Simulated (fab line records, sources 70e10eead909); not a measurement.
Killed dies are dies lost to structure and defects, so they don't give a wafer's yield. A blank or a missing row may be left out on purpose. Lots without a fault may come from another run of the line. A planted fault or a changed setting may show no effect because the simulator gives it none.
fab line records | flow nand_harc
record lots=13 wafers=39 last_day=33
route steps=1302 shown A_CHANNEL_FILL_D1@493 A_DECK1_JOINT@528 A_ONON_D2@552 END@1302
lots that met no fault: from a run of the same line without faults
start_h: hours from the record's first day to the start of the lot's first wafer shown | wait_h: hours since the lot's step before | " the same as in the row above | L1.1+2: a row that stands for several wafers | - no value, or no start given | * or withheld: withheld | < > ~ a bound
route shown NAME@n: a module of which the file shows steps, and the number in the route of the first | usual: mean/standard deviation of fault-free wafers | same: alike in all rows | chamber/n: place in a boat | sites: the reading at each site | _std_site: their standard deviation | _edge_site: outer sites' mean less inner sites' | radius_mm: how far each site lies from the wafer's centre | mask NAME#n: copy n | behind: the tool/chamber that last shaped the wafer | hold: why the lot was held/for how many hours/how that ended | device: the transistor (n, p or np) that didn't switch | end of line: the same wafers' tests at the end of the route | a step without rows: its recipe alone | killed: dies lost to structure and defects at the first sort, not the wafer's yield | map: a wafer's dies, x killed, . not, _ none there
set.NAME: the setting as run; set.NAME@STEP: as run at that earlier step | model.NAME: the simulator's own value behind a step, which no gauge read
steps of the route over a sample of lots; a table a step, a row a wafer
services: from which hour (start_h, from the record's first day; less than 0 if before it) a tool's chamber was out of use, for how many hours, and why
## steps
# step NHARC_A_CHANNEL_FILL_D1_ALD_03
# recipe target_thk_a=60 pulse_time_s=60 ald_cycles=58 temp_c=630 pressure_torr=2 material=SiNx
# usual precursor_pulse_height_rel=1.000/0.019 susceptor_temp_C=629.94/0.27
# columns lot.wafer tool chamber start_h wait_h precursor_pulse_height_rel susceptor_temp_C
L299.3 ald_sin_batch-02 0 - - 1.005 -
L299.4 " 0 " " 0.998 -
L299.5 " 0 " " 0.996 -
L301.1 ald_sin_batch-01 0 - - 0.998 629.82
L301.3 " 0 " " 0.993 630.21
L301.4 " 0 " " 0.983 630.20
L302.2 ald_sin_batch-02 0 - - 0.987 630.11
L302.4 " 0 " " 1.012 629.83
L302.6 " 0 " " 0.987 629.99
L303.1 ald_sin_batch-02 0 - - 1.016 630.14
L303.4 " 0 " " 0.999 630.16
L303.6 " 0 " " 1.017 630.01
L304.1 ald_sin_batch-02 0 - - 0.992 629.83
L304.2 " 0 " " 0.981 629.91
L304.6 " 0 " " 1.016 629.78
L307.1 ald_sin_batch-01 0 - - 0.988 -
L307.3 " 0 " " 1.028 -
L307.4 " 0 " " 0.995 -
L308.2 ald_sin_batch-01 0 - - 0.977 629.91
L308.4 " 0 " " 0.997 630.22
L308.5 " 0 " " 1.008 629.74
L309.1 ald_sin_batch-02 0 - - 1.008 630.19
L309.3 " 0 " " 1.006 629.55
L309.4 " 0 " " 0.987 629.94
L310.2 ald_sin_batch-01 0 - - 0.973 629.97
L310.3 " 0 " " 0.959 629.56
L310.6 " 0 " " 0.996 630.37
L311.1 ald_sin_batch-02 0 - - 1.024 630.42
L311.4 " 0 " " 1.014 630.04
L311.6 " 0 " " 1.029 630.36
L319.1 ald_sin_batch-02 0 - - 1.047 -
L319.4 " 0 " " 1.004 -
L319.6 " 0 " " 0.980 -
L320.1 ald_sin_batch-01 0 - - 0.998 630.33
L320.3 " 0 " " 1.010 630.03
L320.5 " 0 " " 1.002 630.01
L322.1 ald_sin_batch-02 0 - - 1.002 629.74
L322.4 " 0 " " 0.972 630.05
L322.6 " 0 " " 0.975 629.77
# step NHARC_A_DECK1_JOINT_THK_MEAS_14
# recipe thk_meas_gauge=ellipsometry
# usual thk_nm=51.1/1.7
# columns lot.wafer tool chamber start_h wait_h thk_nm
L299.3 film_metro-01 - 265.59 0.2 48.9
L299.4 " - " " 49.3
L299.5 " - " " 50.4
L301.1 film_metro-02 - 280.02 0.2 53.6
L301.3 " - " " 50.2
L301.4 " - " " 52.7
L302.2 film_metro-02 - 289.08 0.2 48.5
L302.4 " - " " 51.8
L302.6 " - " " 46.7
L303.1 film_metro-02 - 294.03 0.2 51.5
L303.4 " - " " 51.3
L303.6 " - " " 48.3
L304.1 film_metro-01 - 294.03 0.2 51.4
L304.2 " - " " 51.9
L304.6 " - " " 51.1
L307.1 film_metro-01 - 331.92 0.2 52.1
L307.3 " - " " 50.1
L307.4 " - " " 53.6
L308.2 film_metro-02 - 340.09 0.2 51.8
L308.4 " - " " 50.5
L308.5 " - " " 49.8
L309.1 film_metro-02 - 350.24 0.2 52.2
L309.3 " - " " 51.2
L309.4 " - " " 54.0
L310.2 film_metro-01 - 354.00 0.2 48.9
L310.3 " - " " 49.6
L310.6 " - " " 48.8
L311.1 film_metro-02 - 367.85 0.2 51.8
L311.4 " - " " 52.9
L311.6 " - " " 50.7
L319.1 film_metro-01 - 453.82 0.2 53.9
L319.4 " - " " 53.5
L319.6 " - " " 50.5
L320.1 film_metro-01 - 457.57 0.2 49.9
L320.3 " - " " 52.2
L320.5 " - " " 50.2
L322.1 film_metro-01 - 478.08 0.2 48.9
L322.4 " - " " 50.6
L322.6 " - " " 50.2
# step NHARC_A_DECK1_JOINT_ETCHBACK_00
# recipe target_depth_a=300 time_s=17.4 hbr_flow_sccm=150 rf_w=350 icp_w=350 bias_w=60 chemistry=HBr
# usual drypump_motor_current_A=5.8/0.55 oes_product_au=0.998/0.012 throttle_valve_pct=23.266/0.009
# columns lot.wafer tool chamber start_h wait_h drypump_motor_current_A oes_product_au rf_hours_counter_h throttle_valve_pct
L299.3 rie_si-05 3 265.71 0.1 6.1 0.993 0.77 23.271
L299.4 " 1 " " 5.0 0.995 0.75 23.277
L299.5 " 0 " " 6.3 1.003 - 23.276
L301.3 rie_si-05 0 280.16 0.1 6.3 0.991 0.92 23.276
L301.1 " 1 " " 4.9 0.985 0.82 23.264
L301.4 " 2 " " 6.3 1.012 0.78 23.262
L302.2 rie_si-06 0 289.21 0.1 5.3 1.001 0.22 23.254
L302.4 " 1 " " 4.8 0.996 0.28 23.267
L302.6 " 1 " " 4.8 1.009 - 23.252
L303.1 rie_si-01 3 294.16 0.1 5.2 1.006 0.78 23.260
L303.4 " 1 " " 6.0 1.010 0.56 23.254
L303.6 " 3 " " 5.2 1.005 - 23.267
L304.2 rie_si-06 3 294.17 0.1 5.5 0.985 0.19 23.262
L304.1 " 0 " " 5.3 0.998 0.25 23.266
L304.6 " 2 " " 6.1 0.968 - 23.283
L307.3 rie_si-05 2 332.04 0.1 6.3 0.993 0.16 23.275
L307.1 " 3 " " 6.2 1.009 0.14 23.269
L307.4 " 1 " " 5.0 0.975 0.16 23.268
L308.2 rie_si-05 0 340.23 0.1 6.4 1.004 0.16 23.267
L308.4 " 1 " " 5.0 0.965 0.18 23.262
L308.5 " 0 " " 6.3 1.017 - 23.258
L309.3 rie_si-06 2 350.39 0.1 6.2 0.986 0.65 23.282
L309.1 " 3 " " 5.5 0.987 0.53 23.250
L309.4 " 0 " " 5.3 1.005 0.58 23.263
L310.3 rie_si-05 3 354.14 0.1 6.1 1.007 0.27 23.273
L310.2 " 1 " " 4.9 0.850 0.22 23.264
L310.6 " 3 " " 6.1 0.996 - 23.257
L311.1 rie_si-05 3 367.99 0.1 6.1 1.014 0.32 23.260
L311.4 " 1 " " 4.9 0.850 0.28 23.275
L311.6 " 2 " " 6.3 0.996 - 23.264
L319.4 rie_si-05 1 453.98 0.1 5.0 0.986 0.77 23.265
L319.1 " 2 " " 6.3 1.011 0.74 23.268
L319.6 " 3 " " 6.2 0.992 - 23.272
L320.1 rie_si-01 2 457.71 0.1 5.7 1.002 0.45 23.261
L320.3 " 0 " " 6.1 0.995 0.54 23.266
L320.5 " 2 " " 5.7 1.007 - 23.270
L322.4 rie_si-05 3 478.20 0.1 6.2 1.001 1.05 23.266
L322.1 " 2 " " 6.3 0.978 0.96 23.257
L322.6 " 3 " " 6.2 0.989 - 23.263
# step NHARC_A_ONON_D2_THK_MEAS_11
# recipe thk_meas_gauge=ellipsometry
# usual thk_nm=997/11
# columns lot.wafer tool chamber start_h wait_h thk_nm
L299.3 film_metro-02 - 288.42 - 1004
L299.4 " - " " 1002
L299.5 " - " " 1004
L301.1 film_metro-01 - 304.58 - 991
L301.3 " - " " 992
L301.4 " - " " 992
L304.1 film_metro-02 - 316.69 - 992
L304.2 " - " " 990
L304.6 " - " " 990
L302.2 film_metro-02 - 317.04 - 1005
L302.4 " - " " 1006
L302.6 " - " " 1005
L303.1 film_metro-01 - 317.17 - 994
L303.4 " - " " 995
L303.6 " - " " 993
L307.1 film_metro-02 - 358.34 - 989
L307.3 " - " " 988
L307.4 " - " " 987
L308.2 film_metro-01 - 370.28 - 1013
L308.4 " - " " 1012
L308.5 " - " " 1013
L309.1 film_metro-01 - 379.53 - 1021
L309.3 " - " " 1019
L309.4 " - " " 1019
L310.2 film_metro-01 - 382.63 - 979
L310.3 " - " " 977
L310.6 " - " " 979
L311.1 film_metro-02 - 407.43 - 994
L311.4 " - " " 993
L311.6 " - " " 992
L319.1 film_metro-01 - 480.51 - 982
L319.4 " - " " 983
L319.6 " - " " 984
L320.1 film_metro-02 - 482.36 - 1005
L320.3 " - " " 1004
L320.5 " - " " 1004
L322.1 film_metro-02 - 504.45 - 1013
L322.4 " - " " 1013
L322.6 " - " " 1015
# step NHARC_END_SORT_01
# recipe temp_c=25
# usual killed_at_array=59/17 killed_at_other=0.9/1.6 killed_at_periphery=3.7/2.3 killed_dies=64/17 killed_open=3.3/1.8 killed_short=2.4/1.6
# same gross_dies=677
# columns lot.wafer tool chamber start_h wait_h killed_at_array killed_at_other killed_at_periphery killed_dies killed_open killed_short
L311.1 prober-02 0 700.54 2.5 71 0 4 75 2 2
L311.4 prober-02 0 702.96 3.4 55 0 4 59 2 3
L311.6 prober-02 0 704.56 4.0 78 0 4 82 2 3
# killed by level:class
L311.1 A_SLIT:chamber_film_flake=33 A_CHANNEL_HOLE_D2:chamber_film_flake=17 A_CHANNEL_HOLE_D1:chamber_film_flake=9 A_CONTACT:chamber_film_flake=6 A_CHANNEL_FILL_D2:chamber_film_flake=2 P_CONTACT:geometric_particle:short=1 A_DECK1_JOINT:geometric_particle:open=1 A_CHANNEL_FILL_D2:geometric_particle:short=1
L311.4 A_SLIT:chamber_film_flake=27 A_CHANNEL_HOLE_D2:chamber_film_flake=13 A_CHANNEL_HOLE_D1:chamber_film_flake=5 A_CONTACT:chamber_film_flake=4 P_GATE:chamber_film_flake=3 A_DECK1_JOINT:chamber_film_flake=2 P_CONTACT:geometric_particle:short=1 A_ONON_D1:geometric_particle:open=1
L311.6 A_SLIT:chamber_film_flake=34 A_CHANNEL_HOLE_D2:chamber_film_flake=21 A_CHANNEL_HOLE_D1:chamber_film_flake=7 A_CONTACT:chamber_film_flake=5 A_STAIRCASE:chamber_film_flake=3 P_GATE:chamber_film_flake=2 A_DECK1_JOINT:chamber_film_flake=2 A_ONON_D1:geometric_particle:open=1
## services
# columns tool chamber start_h hours kind
rie_si-01 0 185.86 8.9 repair
rie_si-06 - 191.43 0.8 repair
rie_si-01 - 193.00 9.0 pm
ald_sin_batch-02 - 217.47 1.3 repair
rie_si-01 0 223.54 10.3 repair
rie_si-06 - 249.00 9.0 pm
rie_si-06 0 249.00 9.0 vent_cycle
ald_sin_batch-02 - 266.00 26.0 pm
rie_si-06 3 271.14 5.5 repair
rie_si-05 - 305.05 9.0 pm
rie_si-05 0 305.05 9.0 vent_cycle
rie_si-05 1 305.05 9.0 vent_cycle
rie_si-05 2 305.05 9.0 vent_cycle
rie_si-05 3 305.05 9.0 vent_cycle
rie_si-05 0 314.05 - clean
rie_si-05 1 314.05 - clean
rie_si-05 2 314.05 - clean
rie_si-05 3 314.05 - clean
rie_si-01 1 354.03 8.0 repair
rie_si-01 - 370.00 9.0 pm
rie_si-05 - 397.15 0.7 repair
rie_si-06 3 407.03 4.3 repair
rie_si-06 - 426.00 9.0 pm
rie_si-06 - 438.74 0.3 repair
## key
first_sign step=NHARC_A_DECK1_JOINT_ETCHBACK_00 reading=oes_product_au direction=down sigmas=12 usual=0.998 struck=0.850
effect none on later readings
met_at NHARC_A_DECK1_JOINT_ETCHBACK_00
struck_lots L310,L311
struck_wafers L310.2,L311.4
tester_left_out L310,L311
not_acting_at NHARC_A_CHANNEL_FILL_D1_ALD_03,NHARC_A_DECK1_JOINT_THK_MEAS_14,NHARC_A_ONON_D2_THK_MEAS_11
onset_between 340.23 354.14
fault kind=process_parameter_drift tool=rie_si-05 chamber=1 onset_h=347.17 steps=NHARC_A_DECK1_JOINT_ETCHBACK_00 channel=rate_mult offset=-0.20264 shape=step end_h=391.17
# tester_left_out: of these lots the tester's yield and bins aren't shown, on N5 and GAA mostly nor the transistor test; their killed dies are dies lost to structure and defects alone, not to doping, threshold or leakage, so they don't give the yield
